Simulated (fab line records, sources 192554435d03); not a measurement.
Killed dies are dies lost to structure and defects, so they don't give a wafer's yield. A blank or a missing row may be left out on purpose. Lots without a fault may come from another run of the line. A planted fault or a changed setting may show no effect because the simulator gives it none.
fab line records | flow n5_finfet
record lots=9 wafers=27 last_day=17
route steps=1938 shown FIN_SAQP@131 FIN_CUT@160 BEOL_M4@1111 PASSIVATION@1936
lots that met no fault: from a run of the same line without faults
start_h: hours from the record's first day to the start of the lot's first wafer shown | wait_h: hours since the lot's step before | " the same as in the row above | L1.1+2: a row that stands for several wafers | - no value, or no start given | * or withheld: withheld | < > ~ a bound
route shown NAME@n: a module of which the file shows steps, and the number in the route of the first | usual: mean/standard deviation of fault-free wafers | same: alike in all rows | chamber/n: place in a boat | sites: the reading at each site | _std_site: their standard deviation | _edge_site: outer sites' mean less inner sites' | radius_mm: how far each site lies from the wafer's centre | mask NAME#n: copy n | behind: the tool/chamber that last shaped the wafer | hold: why the lot was held/for how many hours/how that ended | device: the transistor (n, p or np) that didn't switch | end of line: the same wafers' tests at the end of the route | a step without rows: its recipe alone | killed: dies lost to structure and defects at the first sort, not the wafer's yield | map: a wafer's dies, x killed, . not, _ none there
set.NAME: the setting as run; set.NAME@STEP: as run at that earlier step | model.NAME: the simulator's own value behind a step, which no gauge read
steps of the route over a sample of lots; a table a step, a row a wafer
services: from which hour (start_h, from the record's first day; less than 0 if before it) a tool's chamber was out of use, for how many hours, and why
## steps
# step N5_FIN_SAQP_MANDREL_ETCH_58
# recipe chemistry=HBr/Cl2 target=a-Si target_depth_a=450 bt_time_s=10 stop_on=SiNx mask_material=SiO2 over_etch_frac=0.8 time_s=27 pressure_mtorr=10 icp_w=800 bias_w=75 HBr_flow_sccm=150 Cl2_flow_sccm=80 ends=end_point
# usual drypump_motor_current_A=5.5/0.55 oes_product_au=0.699/0.009 throttle_valve_pct=35.58/0.27
# columns lot.wafer tool chamber start_h wait_h drypump_motor_current_A oes_product_au rf_hours_counter_h throttle_valve_pct
L887.3 rie_si-06 2 24.03 0.0 5.0 0.697 204 35.21
L887.4 " 1 " " 6.0 0.707 125 35.33
L887.6 " 2 " " 5.0 0.699 - 35.19
L888.1 rie_si-06 3 30.72 0.0 4.9 0.681 5 35.56
L888.3 " 0 " " 6.5 0.693 170 35.55
L888.5 " 3 " " 4.9 0.680 - 35.56
L889.1 rie_si-01 0 36.47 0.0 5.9 0.693 81 35.32
L889.4 " 1 " " 5.7 0.711 122 35.58
L889.6 " 0 " " 5.9 0.692 - 35.34
L893.4 rie_si-01 2 59.94 0.0 5.0 0.697 48 35.47
L893.5 " 2 " " 5.0 0.696 - 35.48
L893.6 " 3 " " 5.9 0.698 - 36.15
L896.1 rie_si-06 0 79.01 0.0 6.5 0.700 171 35.53
L896.4 " 2 " " 5.0 0.707 0 35.65
L896.6 " 3 " " 5.0 0.692 - 35.54
L899.2 rie_si-06 1 97.24 0.0 6.0 0.701 127 35.32
L899.3 " 2 " " 5.0 0.703 1 35.67
L899.4 " 0 " " 6.5 0.706 171 35.52
L900.1 rie_si-05 1 104.02 0.0 5.4 0.701 73 35.90
L900.3 " 2 " " 5.7 0.704 18 35.73
L900.5 " 0 " " 4.9 0.700 - 36.02
L903.1 rie_si-05 3 122.35 0.0 5.5 0.697 78 35.17
L903.3 " 1 " " 5.4 0.690 74 35.94
L903.6 " 0 " " 4.9 0.690 - 36.03
L904.1 rie_si-05 2 127.27 0.0 5.7 0.702 18 35.75
L904.2 " 1 " " 5.4 0.707 74 35.93
L904.4 " 3 " " 5.5 0.705 78 35.16
# step N5_FIN_SAQP_CD_MEAS_31
# recipe target_cd_nm=8 landing_energy_ev=1000 detector=se_inlens polarity=line
# usual cd_nm=8.13/0.24
# columns lot.wafer tool chamber start_h wait_h cd_nm
L887.3 cd_sem-02 0 25.41 0.1 8.42
L887.4 " 0 " " 8.30
L887.6 " 0 " " 8.22
L888.1 cd_sem-01 0 32.10 0.1 7.71
L888.3 " 0 " " 7.86
L888.5 " 0 " " 8.30
L889.1 cd_sem-02 0 37.83 0.1 7.98
L889.4 " 0 " " 8.63
L889.6 " 0 " " 8.55
L893.4 cd_sem-02 0 61.46 0.0 8.08
L893.5 " 0 " " 7.77
L893.6 " 0 " " 8.24
L896.1 cd_sem-01 0 80.70 0.1 7.95
L896.4 " 0 " " 7.88
L896.6 " 0 " " 7.69
L899.2 cd_sem-02 0 100.42 0.1 8.35
L899.3 " 0 " " 8.25
L899.4 " 0 " " 8.25
L900.1 cd_sem-02 0 105.77 0.1 8.42
L900.3 " 0 " " 8.50
L900.5 " 0 " " 7.95
L903.1 cd_sem-02 0 123.89 0.1 8.18
L903.3 " 0 " " 7.80
L903.6 " 0 " " 7.97
L904.1 cd_sem-02 0 128.75 0.1 8.13
L904.2 " 0 " " 8.00
L904.4 " 0 " " 7.87
# step N5_FIN_SAQP_FIN_ETCH_36
# recipe chemistry=HBr/Cl2/O2 target_depth_a=1200 mask_material=SiNx time_s=50.4 bias_w=102 pressure_mtorr=10 icp_w=800 HBr_flow_sccm=150 Cl2_flow_sccm=80 O2_flow_sccm=12
# usual drypump_motor_current_A=5.5/0.52 oes_o_777_au=1.00/0.065 oes_product_au=0.994/0.015 throttle_valve_pct=36.05/0.27
# columns lot.wafer tool chamber start_h wait_h drypump_motor_current_A oes_o_777_au oes_product_au rf_hours_counter_h throttle_valve_pct
L887.3 rie_si-05 0 25.74 0.0 4.9 1.00 0.987 6 36.48
L887.4 " 1 " " 5.4 1.03 1.005 72 36.39
L887.6 " 0 " " 4.9 1.00 0.989 - 36.47
L888.1 rie_si-06 1 32.49 0.0 6.0 0.97 0.983 125 35.83
L888.3 " 2 " " 5.0 0.94 0.969 205 35.67
L888.5 " 2 " " 5.0 0.95 0.982 - 35.67
L889.1 rie_si-05 2 38.16 0.0 5.7 1.06 1.010 17 36.17
L889.4 " 1 " " 5.4 1.04 1.014 72 36.36
L889.6 " 3 " " 5.5 1.08 0.996 - 35.62
L893.4 rie_si-05 1 61.78 0.0 5.4 1.03 1.024 73 36.35
L893.5 " 2 " " 5.7 1.07 1.006 - 36.20
L893.6 " 3 " " 5.5 1.08 0.982 - 35.63
L896.1 rie_si-01 0 81.04 0.0 5.9 1.15 1.015 82 35.71
L896.4 " 2 " " 5.0 0.97 0.975 49 36.00
L896.6 " 2 " " 5.0 0.97 0.969 - 36.00
L899.2 rie_si-06 2 100.75 0.0 5.0 0.96 1.000 1 36.13
L899.3 " 1 " " 6.0 0.98 0.998 127 35.80
L899.4 " 3 " " 5.0 0.87 0.968 7 36.03
L900.1 rie_si-01 1 106.10 0.0 5.6 0.96 0.992 124 36.04
L900.3 " 2 " " 5.0 0.98 0.971 49 36.01
L900.5 " 3 " " 6.0 0.97 0.975 - 36.62
L903.1 rie_si-06 2 124.31 0.0 5.0 0.96 1.002 1 36.11
L903.3 " 1 " " 6.0 0.97 0.990 127 35.80
L903.6 " 2 " " 5.0 0.96 1.006 - 36.10
L904.1 rie_si-06 3 129.10 0.0 4.9 0.88 0.970 7 36.04
L904.2 " 0 " " 6.6 0.98 0.997 172 35.98
L904.4 " 1 " " 6.0 0.98 0.998 127 35.81
# step N5_FIN_CUT_EXPOSE_05
# recipe mask_id=FIN_CUT na=0.33 source_shape=annular sigma_inner=0.35 sigma_outer=0.8 polarization=unpolarized dose_mj=45.75
# usual exposure_dose_mJ_cm2=45.69/0.047 reticle_temp_C=23.00/0.11 stage_msd_nm=0.85/0.03
# same sigma_inner=0.35 sigma_outer=0.8
# columns lot.wafer tool chamber start_h wait_h mask exposure_dose_mJ_cm2 reticle_temp_C stage_msd_nm
L887.3 euv_scanner-01 0 26.17 - FIN_CUT#0 45.66 22.95 0.81
L887.4 " 0 " " FIN_CUT#0 45.70 22.99 0.81
L887.6 " 0 " " FIN_CUT#0 45.69 23.10 0.81
L888.1 euv_scanner-02 0 33.03 - FIN_CUT#0 45.71 22.93 0.90
L888.3 " 0 " " FIN_CUT#0 45.64 22.92 0.89
L888.5 " 0 " " FIN_CUT#0 45.61 22.93 0.90
L889.1 euv_scanner-01 0 38.71 - FIN_CUT#0 45.67 23.00 0.81
L889.4 " 0 " " FIN_CUT#0 45.66 22.90 0.81
L889.6 " 0 " " FIN_CUT#0 45.64 23.01 0.81
L893.4 euv_scanner-01 0 62.22 - FIN_CUT#0 45.04 23.18 0.81
L893.5 " 0 " " FIN_CUT#0 45.01 22.86 0.81
L893.6 " 0 " " FIN_CUT#0 45.08 22.79 0.81
L896.1 euv_scanner-01 0 81.58 - FIN_CUT#0 45.12 23.07 0.81
L896.4 " 0 " " FIN_CUT#0 45.15 23.04 0.81
L896.6 " 0 " " FIN_CUT#0 45.16 23.02 0.81
L899.2 euv_scanner-02 0 101.18 - FIN_CUT#0 45.70 22.86 0.87
L899.3 " 0 " " FIN_CUT#0 45.65 23.04 0.87
L899.4 " 0 " " FIN_CUT#0 45.68 22.99 0.87
L900.1 euv_scanner-02 0 106.53 - FIN_CUT#0 45.65 23.03 0.87
L900.3 " 0 " " FIN_CUT#0 45.69 23.07 0.87
L900.5 " 0 " " FIN_CUT#0 45.64 22.94 0.87
L903.1 euv_scanner-02 0 124.85 - FIN_CUT#0 45.68 23.03 0.86
L903.3 " 0 " " FIN_CUT#0 45.74 22.99 0.86
L903.6 " 0 " " FIN_CUT#0 45.72 22.89 0.86
L904.1 euv_scanner-02 0 129.52 - FIN_CUT#0 45.63 22.99 0.86
L904.2 " 0 " " FIN_CUT#0 45.63 22.91 0.86
L904.4 " 0 " " FIN_CUT#0 45.68 23.02 0.86
# step N5_BEOL_M4_RC_MEAS_101
# usual DIBL_N=36.0/2.5 DIBL_P=36.2/3 IOFF_N=0.16/0.044 IOFF_P=0.21/0.049 ION_N=671/15 ION_P=461/8.7 SS_N=71.5/0.72 SS_P=73.4/0.9 VT_N=251/4.4 VT_P=-250/4
# columns lot.wafer tool chamber start_h wait_h DIBL_N[mV/V] DIBL_P[mV/V] IOFF_N[nA/um] IOFF_P[nA/um] ION_N[uA/um] ION_P[uA/um] SS_N[mV/dec] SS_P[mV/dec] VT_N[mV] VT_P[mV]
L887.3 prober-01 0 180.36 0.3 34.7 33.8 0.13 0.20 653 456 71.5 72.0 255 -250
L887.4 " 0 " " 36.7 36.3 0.16 0.24 672 469 71.4 73.8 249 -243
L887.6 " 0 " " 33.9 32.7 0.12 0.19 667 468 71.0 72.1 252 -246
L888.1 prober-02 0 189.25 0.6 34.6 36.4 0.13 0.19 652 449 71.9 73.2 254 -252
L888.3 " 0 " " 33.6 35.3 0.13 0.17 660 452 71.7 73.2 253 -253
L888.5 " 0 " " 33.5 35.5 0.13 0.18 652 447 72.0 73.0 254 -255
L889.1 prober-01 0 189.85 0.8 39.1 39.3 0.23 0.27 683 463 73.2 74.2 247 -246
L889.4 " 0 " " 36.2 36.5 0.17 0.23 688 468 71.3 73.4 248 -248
L889.6 " 0 " " 35.8 34.4 0.16 0.20 659 451 71.9 73.2 249 -248
L893.4 prober-01 0 219.58 0.5 36.4 36.8 0.15 0.20 678 464 71.5 73.5 252 -251
L893.5 " 0 " " 34.6 33.4 0.11 0.16 653 452 70.4 72.5 255 -253
L893.6 " 0 " " 35.0 35.4 0.12 0.20 669 468 71.6 72.8 255 -252
L896.1 prober-01 0 233.36 0.0 34.2 34.9 0.13 0.20 657 457 71.5 72.8 252 -252
L896.4 " 0 " " 34.1 35.2 0.14 0.20 672 464 70.9 73.4 250 -248
L896.6 " 0 " " 37.7 39.4 0.21 0.29 699 482 72.3 73.4 245 -246
L900.1 prober-01 0 258.40 0.0 36.0 36.7 0.15 0.22 671 461 71.7 73.2 252 -247
L900.3 " 0 " " 36.6 38.2 0.17 0.24 686 471 71.6 74.0 250 -244
L900.5 " 0 " " 35.9 35.8 0.15 0.19 658 450 72.3 73.3 254 -253
L899.2 prober-02 0 260.87 0.2 40.2 39.5 0.21 0.29 695 476 72.0 74.3 243 -245
L899.3 " 0 " " 38.9 37.9 0.18 0.24 676 471 72.1 73.6 247 -248
L899.4 " 0 " " 38.6 36.6 0.17 0.22 668 456 71.9 73.7 250 -250
L903.1 prober-02 0 271.01 0.0 37.8 37.9 0.20 0.22 691 461 71.4 74.0 245 -252
L903.3 " 0 " " 34.2 32.6 0.12 0.15 660 448 71.2 72.5 254 -254
L903.6 " 0 " " 38.7 38.6 0.23 0.25 700 463 72.4 74.3 243 -251
L904.1 prober-02 0 301.68 0.0 36.5 36.2 0.14 0.20 670 456 71.0 73.2 250 -254
L904.2 " 0 " " 40.5 40.6 0.22 0.27 674 460 72.4 74.5 246 -248
L904.4 " 0 " " 36.9 37.0 0.14 0.22 665 464 71.9 74.0 253 -250
# step N5_PASSIVATION_PROBE_49
# usual defect_limited_yield=91.7/1.4 killed_at_M0_to_M3=31/11 killed_at_M4_up=13/4.6 killed_at_contacts=13/6.7 killed_at_front_end=39/9.6 killed_at_other=3.5/2.8 killed_dies=98/16 killed_on_rim=13/4.2 killed_open=64/11 killed_short=33/8.5 sort_bin_5_function=4.9/0.96 sort_bin_6_memory=3.1/0.59 sort_bin_8_speed=0.2/1.3 sort_n_pass=1080/23 sort_yield_pct=91.5/1.9
# same gross_dies=1180 killed_at_back_side=0 sort_bin_4_leakage[%]=0
# columns lot.wafer tool chamber start_h wait_h defect_limited_yield[%] killed_at_M0_to_M3 killed_at_M4_up killed_at_contacts killed_at_front_end killed_at_other killed_dies killed_on_rim killed_open killed_short sort_bin_5_function[%] sort_bin_6_memory[%] sort_bin_8_speed[%] sort_n_pass sort_yield_pct[%]
L887.3 prober-02 - 277.82 0.1 89.9 38 19 19 39 4 119 23 80 39 5.8 3.9 0.1 1060 89.8
L887.4 prober-02 - 277.87 0.2 90.7 52 10 17 30 1 110 19 82 24 6.1 3.0 0 1070 90.7
L887.6 prober-02 - 277.97 0.3 93.0 36 7 11 29 0 83 13 53 27 3.8 3.1 0 1097 93.0
L889.1 prober-01 - 294.73 0.0 94.2 17 9 12 28 3 69 6 46 23 3.4 2.1 0 1111 94.2
L889.4 prober-01 - 294.88 0.2 94.8 22 7 11 18 3 61 11 48 12 3.6 1.5 0 1119 94.8
L889.6 prober-01 - 294.98 0.3 90.9 16 25 22 44 0 107 12 56 50 5.5 3.1 0 1073 90.9
L900.1 prober-01 - 351.79 0.0 91.0 27 14 16 45 4 106 11 68 36 5.1 3.6 0 1074 91.0
L900.3 prober-01 - 351.89 0.1 91.9 40 10 8 35 2 95 11 58 35 4.8 3.1 0 1085 91.9
L900.5 prober-01 - 351.99 0.2 91.9 36 11 6 35 7 95 15 60 34 4.0 3.7 0 1085 91.9
L903.1 prober-02 - 377.50 0.0 91.3 48 5 8 41 1 103 15 60 42 4.7 3.3 0.1 1077 91.3
L903.3 prober-02 - 377.60 0.1 92.5 27 5 3 44 10 89 10 56 33 4.7 2.4 0 1091 92.5
L903.6 prober-02 - 377.75 0.3 92.4 36 5 14 32 3 90 9 63 25 4.8 2.5 0 1090 92.4
L904.1 prober-01 - 409.27 0.0 90.8 35 14 10 49 1 109 10 76 33 5.7 3.4 0 1071 90.8
L904.2 prober-01 - 409.32 0.1 92.1 33 9 11 32 8 93 12 53 38 4.0 3.7 0 1087 92.1
L904.4 prober-01 - 409.42 0.2 87.9 57 13 17 54 2 143 26 90 52 6.3 5.4 0 1037 87.9
# killed by level:class
L887.3 STI_FIN_REVEAL:geometric_particle:open=17 MOL_CONTACT_COAG:geometric_particle:open=10 FIN_SAQP:geometric_particle:short=9 MOL_CONTACT_COAG:geometric_particle:short=9 BEOL_M1:geometric_particle:open=9 BEOL_M4:geometric_particle:open=9 BEOL_M0_SAQP:geometric_particle:open=8 BEOL_M3:geometric_particle:open=6
L887.4 BEOL_M2:geometric_particle:open=17 MOL_CONTACT_COAG:geometric_particle:open=16 BEOL_M1:geometric_particle:open=15 BEOL_M3:geometric_particle:open=10 STI_FIN_REVEAL:geometric_particle:open=7 DUMMY_GATE:geometric_particle:open=4 BEOL_M0_SAQP:geometric_particle:short=4 BEOL_M4:geometric_particle:open=4
L887.6 STI_FIN_REVEAL:geometric_particle:open=12 BEOL_M2:geometric_particle:open=11 MOL_CONTACT_COAG:geometric_particle:open=8 BEOL_M0_SAQP:geometric_particle:short=7 BEOL_M3:geometric_particle:open=5 GATE_CUT:geometric_particle:short=4 BEOL_M1:geometric_particle:open=3 MOL_CONTACT_COAG:geometric_particle:short=3
L889.1 MOL_CONTACT_COAG:geometric_particle:open=8 FIN_SAQP:geometric_particle:short=5 GATE_CUT:geometric_particle:open=5 BEOL_M1:geometric_particle:open=5 GATE_CUT:geometric_particle:short=4 MOL_CONTACT_COAG:geometric_particle:short=4 BEOL_M0_SAQP:geometric_particle:open=4 BEOL_M0:geometric_particle:open=4
L889.4 BEOL_M2:geometric_particle:open=11 MOL_CONTACT_COAG:geometric_particle:open=9 FIN_SAQP:geometric_particle:open=4 STI_FIN_REVEAL:geometric_particle:open=4 GATE_CUT:geometric_particle:open=4 BEOL_M0:geometric_particle:open=3 BEOL_M6:geometric_particle:open=2 BEOL_M1:geometric_particle:short=2
L889.6 FIN_SAQP:geometric_particle:short=15 MOL_CONTACT_COAG:geometric_particle:open=15 GATE_CUT:geometric_particle:short=7 MOL_CONTACT_COAG:geometric_particle:short=6 BEOL_M4:geometric_particle:open=5 BEOL_M5:geometric_particle:open=5 STARTING-WAFER:geometric_particle:short=5 BEOL_M1:geometric_particle:open=4
L900.1 MOL_CONTACT_COAG:geometric_particle:open=12 FIN_SAQP:geometric_particle:open=10 GATE_CUT:geometric_particle:short=7 FIN_SAQP:geometric_particle:short=6 GATE_CUT:geometric_particle:open=6 BEOL_M0_SAQP:geometric_particle:open=6 DUMMY_GATE:geometric_particle:open=5 BEOL_M1:geometric_particle:open=5
L900.3 BEOL_M0_SAQP:geometric_particle:open=14 GATE_CUT:geometric_particle:short=8 MOL_CONTACT_COAG:geometric_particle:open=7 FIN_SAQP:geometric_particle:short=6 BEOL_M1:geometric_particle:open=6 BEOL_M0_SAQP:geometric_particle:short=5 BEOL_M3:geometric_particle:open=5 FIN_SAQP:geometric_particle:open=4
L900.5 DUMMY_GATE:geometric_particle:open=8 STI_FIN_REVEAL:geometric_particle:open=7 BEOL_M0_SAQP:geometric_particle:short=7 BEOL_M0_SAQP:geometric_particle:open=7 BEOL_M1:geometric_particle:open=6 FIN_SAQP:geometric_particle:open=5 GATE_CUT:geometric_particle:short=5 MOL_CONTACT_COAG:geometric_particle:open=5
L903.1 BEOL_M0_SAQP:geometric_particle:short=12 BEOL_M1:geometric_particle:open=10 BEOL_M2:geometric_particle:open=9 MOL_CONTACT_COAG:geometric_particle:open=8 BEOL_M0_SAQP:geometric_particle:open=8 GATE_CUT:geometric_particle:short=7 STI_FIN_REVEAL:geometric_particle:open=5 STARTING-WAFER:geometric_particle:short=5
L903.3 GATE_CUT:geometric_particle:short=12 STI_FIN_REVEAL:geometric_particle:open=7 BEOL_M3:geometric_particle:open=6 BEOL_M0_SAQP:geometric_particle:short=6 FIN_SAQP:geometric_particle:open=5 DUMMY_GATE:geometric_particle:open=5 GATE_CUT:geometric_particle:open=5 PAD_METAL:geometric_particle:open=5
L903.6 MOL_CONTACT_COAG:geometric_particle:open=12 BEOL_M0_SAQP:geometric_particle:open=11 BEOL_M0_SAQP:geometric_particle:short=9 STI_FIN_REVEAL:geometric_particle:open=7 DUMMY_GATE:geometric_particle:open=5 BEOL_M1:geometric_particle:open=5 BEOL_M3:geometric_particle:open=5 FIN_SAQP:geometric_particle:open=4
L904.1 STI_FIN_REVEAL:geometric_particle:open=13 MOL_CONTACT_COAG:geometric_particle:open=8 BEOL_M3:geometric_particle:open=8 BEOL_M1:geometric_particle:open=7 FIN_SAQP:geometric_particle:open=6 FIN_SAQP:geometric_particle:short=5 BEOL_M0_SAQP:geometric_particle:open=5 BEOL_M5:geometric_particle:open=5
L904.2 FIN_SAQP:geometric_particle:short=15 BEOL_M3:geometric_particle:open=8 MOL_CONTACT_COAG:geometric_particle:open=8 BEOL_M0_SAQP:geometric_particle:open=7 BEOL_M0_SAQP:geometric_particle:short=6 FIN_SAQP:geometric_particle:open=5 DUMMY_GATE:geometric_particle:open=3 MOL_CONTACT_COAG:geometric_particle:short=3
L904.4 BEOL_M0_SAQP:geometric_particle:short=16 BEOL_M0_SAQP:geometric_particle:open=15 FIN_SAQP:geometric_particle:open=14 MOL_CONTACT_COAG:geometric_particle:open=14 FIN_SAQP:geometric_particle:short=12 DUMMY_GATE:geometric_particle:open=8 BEOL_M3:geometric_particle:open=8 STI_FIN_REVEAL:geometric_particle:open=7
## services
# columns tool chamber start_h hours kind
rie_si-05 0 5.46 6.9 repair
euv_scanner-01 0 15.71 - calibration
euv_scanner-02 - 25.38 0.4 repair
euv_scanner-01 - 28.30 6.2 pm
euv_scanner-02 - 34.55 1.0 pm
euv_scanner-01 - 36.18 1.0 pm
rie_si-06 0 37.78 3.2 repair
euv_scanner-01 - 37.92 0.2 repair
rie_si-01 1 48.21 6.2 repair
rie_si-06 2 48.76 - clean
rie_si-06 2 48.76 18.4 scheduled_down
rie_si-06 2 48.76 18.4 vent_cycle
euv_scanner-01 - 73.45 0.8 repair
rie_si-05 0 81.21 1.4 repair
euv_scanner-02 - 89.73 1.0 pm
euv_scanner-01 - 92.33 1.0 pm
euv_scanner-01 - 105.42 4.6 pm
## key
first_sign step=N5_FIN_CUT_EXPOSE_05 reading=exposure_dose_mJ_cm2 direction=down sigmas=13 usual=45.69 struck=45.09
effect none on later readings
met_at N5_FIN_CUT_EXPOSE_05
struck_lots L893,L896
loop_trim step=N5_FIN_CUT_EXPOSE_05 setting=dose lots=L896
not_acting_at N5_FIN_SAQP_MANDREL_ETCH_58,N5_FIN_SAQP_CD_MEAS_31,N5_FIN_SAQP_FIN_ETCH_36
onset_between 38.71 62.22
fault kind=process_parameter_drift tool=euv_scanner-01 chamber=- onset_h=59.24 steps=N5_FIN_CUT_EXPOSE_05 channel=dose_mj offset=-0.69537 shape=step acts_in=these_recipes_only stated=45.75
# loop_trim: a control loop set the setting to another value than it would have without faults
